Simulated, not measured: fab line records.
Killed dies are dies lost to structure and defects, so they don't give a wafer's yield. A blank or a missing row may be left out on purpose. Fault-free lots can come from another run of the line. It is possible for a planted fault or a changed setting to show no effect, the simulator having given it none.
Comparing a struck lot with a sound one    flow nand harc    15 out of 1302 route steps
Sound: wafers L238.2, L238.3, L238.6. Wafers struck: L257.1, L257.5. Last of all comes the cause.
Per side, at each step with rows, come the tool, then ch with its chambers, and then its first start. Under that, the readings that differ: sound wafers    struck wafers    difference of the means    sigmas: that difference in standard deviations of wafers without a fault.
alike: a reading whose means differ by less than 2 such deviations, as well as words and numbers matching on both sides. not compared: withheld readings; readings where some wafer has no value; bounds like >300 that might hide an equal value; numbers whose values overlap and for which the record gives no deviation.
A row with sigmas, a row that says differs or no value, or rows on one side alone: a step with any of these is where the two part. Non-overlapping numbers with no deviation appear without sigmas and do not part them. A reading missing from all wafers of one side parts the sides only when that side holds two or more wafers.

NHARC_A_CONTACT_INSPECT_10:
  sound: defect inspect-02 at day 23 09:43; struck: defect inspect-01 at day 31 23:19
reading           sound     struck   difference  sigmas
raw defect count  27 16 13  102 103  +84         +2
then, 2 steps without rows for these wafers: NHARC_A_CONTACT_DESCUM_13 (chemistry O2, time 3 s); NHARC_A_CONTACT_ETCH_88 (etches the open film in CF4, target depth 39 nm, time 65 s).
NHARC_A_CONTACT_ETCH_89: etches the open film in N2/H2, target depth 260 nm, time 475.3 s.
  sound on rie diel-03 ch 0,1,3; struck on rie diel-09 ch 1,3
reading                          sound           struck     difference  sigmas
showerhead plenum p Torr (Torr)  1.88 2.07 1.88  2.19 2.18  +0.24       +2
  alike: drypump motor current A, oes product au, rf vpp V, run length s, throttle valve pct
  not compared: rf hours counter h
NHARC_A_CONTACT_ETCH_30: etches the open film in CF4/CHF3, target depth 72.6 nm, time 36.3 s.
  sound on rie diel-03 ch 1,2; struck on rie diel-09 ch 0,2
  alike: drypump motor current A, oes product au, rf vpp V, run length s, showerhead plenum p Torr, throttle valve pct
  not compared: rf hours counter h
NHARC_A_CONTACT_ETCH_31: etches the open film in O2/COS, target depth 2800 nm, time 728 s.
  sound on rie diel-03 ch 0,2; struck on rie diel-09 ch 0,3
  alike: drypump motor current A, oes product au, rf vpp V, run length s, showerhead plenum p Torr, throttle valve pct
  not compared: rf hours counter h
then, 2 steps without rows for these wafers: NHARC_A_CONTACT_ETCH_134 (etches the open film in C4F8/O2/Ar, time 140 s, target depth 700 nm); NHARC_A_CONTACT_ETCH_135 (etches the open film in C4F8/O2/Ar, time 311 s, target depth 1912 nm).
NHARC_A_CONTACT_ETCH_136: etches the open film in C4F8/O2/Ar, time 311 s, target depth 1912 nm.
  sound on har cap etch-02 ch 0,1, day 23 11:24; struck on har cap etch-01 ch 0,1, day 32 01:00
  not compared: rf hours counter h, run length s
then, 3 steps without rows for these wafers: NHARC_A_CONTACT_ETCH_137 (etches the open film in C4F8/O2/Ar, time 311 s, target depth 1912 nm); NHARC_A_CONTACT_ETCH_138 (etches the open film in C4F8/O2/Ar, time 311 s, target depth 1914 nm); NHARC_A_CONTACT_ETCH_139 (etches the open film in C4F8/O2/Ar, time 195 s, target depth 840 nm).
NHARC_A_CONTACT_ETCH_92: etches the open film in CH3F/O2, target depth 40 nm, time 85.7 s.
  sound on rie diel-09 ch 0,1, day 23 12:44; struck on rie diel-03 ch 2,3, day 32 02:22
reading           sound              struck       difference  sigmas
rf vpp V (V)      247.8 243.1 246.0  242.8 240.1  -4.2        -2
run length s (s)  107.3 108.0 107.4  78.3 78.6    -29.1       -66
  alike: drypump motor current A, oes product au, showerhead plenum p Torr, throttle valve pct
  not compared: rf hours counter h
NHARC_A_CONTACT_ETCH_98: etches the open film in C4F6/O2, target depth 20 nm, time 10 s.
  sound on rie diel-09 ch 0,1,3; struck on rie diel-03 ch 0, day 32 02:31
reading           sound           struck     difference  sigmas
run length s (s)  31.3 31.3 31.7  30.9 30.6  -0.7        -2
  alike: drypump motor current A, oes product au, rf vpp V, showerhead plenum p Torr, throttle valve pct
  not compared: rf hours counter h
NHARC_END_SORT_01:
  the record has rows for the sound wafers here (prober-01 ch 0, day 25 10:13) and none for the struck ones

## WHERE THEY PART
Last at NHARC_END_SORT_01 as far as this record goes, first at NHARC_A_CONTACT_INSPECT_10.

WHY: what the simulator had put in
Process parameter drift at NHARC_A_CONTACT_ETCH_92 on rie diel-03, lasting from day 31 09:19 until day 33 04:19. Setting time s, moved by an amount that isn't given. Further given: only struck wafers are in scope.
